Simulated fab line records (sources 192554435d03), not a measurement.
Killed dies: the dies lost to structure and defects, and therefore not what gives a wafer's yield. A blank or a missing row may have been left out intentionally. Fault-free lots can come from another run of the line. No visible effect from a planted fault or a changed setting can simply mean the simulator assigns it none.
Shared-tool check + flow n5Finfet + Sample size 11 lots and 33 wafers

== WHY IT WAS OPENED ==
Of 11 lots, 2 have the reading CJ_P flagged at N5_BEOL_M4_RC_MEAS_101. Fault-free wafers read 5.85, with a standard deviation of 0.19.
Rule: a lot gets a flag if all its wafers with a number sit over 4 standard deviations from that mean, or if no wafer of it has a number. The rest of the lots are taken to be sound.

| lot  | measured     | on        | CJ_P, wafer by wafer | flag    |
|------|--------------|-----------|----------------------|---------|
| L250 | day 8 20:34  | prober-02 | 5.49 5.84 5.74       |         |
| L251 | day 9 03:59  | prober-02 | 5.66 6.02 5.45       |         |
| L253 | day 9 22:57  | prober-02 | 6.11 5.91 5.84       |         |
| L255 | day 10 17:13 | prober-01 | 5.80 6.03 6.12       |         |
| L257 | day 10 17:46 | prober-02 | 5.84 6.01 5.89       |         |
| L260 | day 10 21:02 | prober-02 | 5.63 6.12 5.73       |         |
| L259 | day 10 23:26 | prober-01 | 5.57 5.90 5.82       |         |
| L264 | day 12 05:52 | prober-02 | 5.65 5.71 5.81       |         |
| L263 | day 12 16:13 | prober-01 | 5.81 5.78 5.66       |         |
| L267 | day 12 23:07 | prober-02 | 3.92 4.01 3.86       | FLAGGED |
| L268 | day 13 12:44 | prober-02 | 4.01 3.99 3.75       | FLAGGED |
Average over the flagged lots: 3.92; offset from the usual -1.93, equal to -10 standard deviations.

== WHICH TOOL EACH LOT WENT THROUGH ==
4 process steps preceding the reading are held in the record, out of 1938 steps in the route. Read each cell as the tool, then ch plus the chambers that the sampled wafers visited, then the start.
| lot  | flag    | N5_WELL_APT_IMPLANT_15         | N5_BEOL_M4_PRE_CLEAN_45     | N5_BEOL_M4_ANNEAL_89        | N5_BEOL_M4_ANNEAL_91        |
|------|---------|--------------------------------|-----------------------------|-----------------------------|-----------------------------|
| L250 |         | implanter-01 ch 0, day 1 20:02 | pvdSputter-03, day 8 16:39  | pvdSputter-01, day 8 18:25  | pvdSputter-01, day 8 18:38  |
| L251 |         | implanter-02 ch 0, day 2 02:11 | pvdSputter-01, day 9 00:10  | pvdSputter-01, day 9 02:04  | pvdSputter-01, day 9 02:17  |
| L253 |         | implanter-02 ch 0, day 2 14:15 | pvdSputter-02, day 9 19:08  | pvdSputter-01, day 9 20:41  | pvdSputter-01, day 9 20:55  |
| L255 |         | implanter-02 ch 0, day 3 02:40 | pvdSputter-03, day 10 12:26 | pvdSputter-03, day 10 14:58 | pvdSputter-03, day 10 15:11 |
| L257 |         | implanter-02 ch 0, day 3 14:35 | pvdSputter-02, day 10 13:04 | pvdSputter-02, day 10 15:06 | pvdSputter-02, day 10 15:19 |
| L260 |         | implanter-01 ch 0, day 4 08:03 | pvdSputter-02, day 10 17:16 | pvdSputter-03, day 10 19:07 | pvdSputter-03, day 10 19:20 |
| L259 |         | implanter-02 ch 0, day 4 02:12 | pvdSputter-01, day 10 20:01 | pvdSputter-03, day 10 21:30 | pvdSputter-03, day 10 21:43 |
| L264 |         | implanter-02 ch 0, day 5 08:11 | pvdSputter-03, day 11 23:56 | pvdSputter-03, day 12 02:55 | pvdSputter-03, day 12 03:08 |
| L263 |         | implanter-02 ch 0, day 5 02:29 | pvdSputter-02, day 12 12:37 | pvdSputter-03, day 12 14:16 | pvdSputter-03, day 12 14:29 |
| L267 | FLAGGED | implanter-02 ch 0, day 6 02:05 | pvdSputter-01, day 12 18:58 | pvdSputter-01, day 12 21:04 | pvdSputter-01, day 12 21:17 |
| L268 | FLAGGED | implanter-02 ch 0, day 6 08:03 | pvdSputter-02, day 13 08:53 | pvdSputter-02, day 13 10:44 | pvdSputter-02, day 13 10:58 |
What these steps do:
- N5_WELL_APT_IMPLANT_15
- N5_BEOL_M4_PRE_CLEAN_45: time 30 s.
- N5_BEOL_M4_ANNEAL_89: time 240 s.
- N5_BEOL_M4_ANNEAL_91: time 240 s.
- N5_BEOL_M4_RC_MEAS_101

== FLAGGED OVER TOTAL, TOOL BY TOOL (the gauges that took the reading come last) ==
| step                    | tool          | lots run | flagged | share of the flagged lots | sound lots run after its first flagged lot |
|-------------------------|---------------|----------|---------|---------------------------|--------------------------------------------|
| N5_WELL_APT_IMPLANT_15  | implanter-01  | 2        | 0       | none                      | -                                          |
| N5_WELL_APT_IMPLANT_15  | implanter-02  | 9        | 2       | all                       | 0                                          |
| N5_BEOL_M4_PRE_CLEAN_45 | pvdSputter-01 | 3        | 1       | some                      | 0                                          |
| N5_BEOL_M4_PRE_CLEAN_45 | pvdSputter-02 | 5        | 1       | some                      | 0                                          |
| N5_BEOL_M4_PRE_CLEAN_45 | pvdSputter-03 | 3        | 0       | none                      | -                                          |
| N5_BEOL_M4_ANNEAL_89    | pvdSputter-01 | 4        | 1       | some                      | 0                                          |
| N5_BEOL_M4_ANNEAL_89    | pvdSputter-02 | 2        | 1       | some                      | 0                                          |
| N5_BEOL_M4_ANNEAL_89    | pvdSputter-03 | 5        | 0       | none                      | -                                          |
| N5_BEOL_M4_ANNEAL_91    | pvdSputter-01 | 4        | 1       | some                      | 0                                          |
| N5_BEOL_M4_ANNEAL_91    | pvdSputter-02 | 2        | 1       | some                      | 0                                          |
| N5_BEOL_M4_ANNEAL_91    | pvdSputter-03 | 5        | 0       | none                      | -                                          |
| N5_BEOL_M4_RC_MEAS_101  | prober-01     | 3        | 0       | none                      | -                                          |
| N5_BEOL_M4_RC_MEAS_101  | prober-02     | 8        | 2       | all                       | 0                                          |

== WHAT IS ALLOWED BY THE TABLE ==
Rows of the table that ran all the flagged lots, 2 in number: implanter-02 at N5_WELL_APT_IMPLANT_15; prober-02 at N5_BEOL_M4_RC_MEAS_101.
- implanter-02 at N5_WELL_APT_IMPLANT_15 ran 9 lots, 2 of them flagged. Last sound lot L264 at day 5 08:11, first flagged lot L267 at day 6 02:05; a fault beginning in between fits.
- prober-02 at N5_BEOL_M4_RC_MEAS_101 ran 8 lots, 2 of them flagged. Last sound lot L264 at day 12 05:52, first flagged lot L267 at day 12 23:07; a fault beginning in between fits.
Because each of these 2 tools fits a fault that began at some hour, counting lots does not separate them. More lots, or a look at what each step does to the wafer, might.

== WHAT WAS PUT IN BY THE SIMULATOR ==
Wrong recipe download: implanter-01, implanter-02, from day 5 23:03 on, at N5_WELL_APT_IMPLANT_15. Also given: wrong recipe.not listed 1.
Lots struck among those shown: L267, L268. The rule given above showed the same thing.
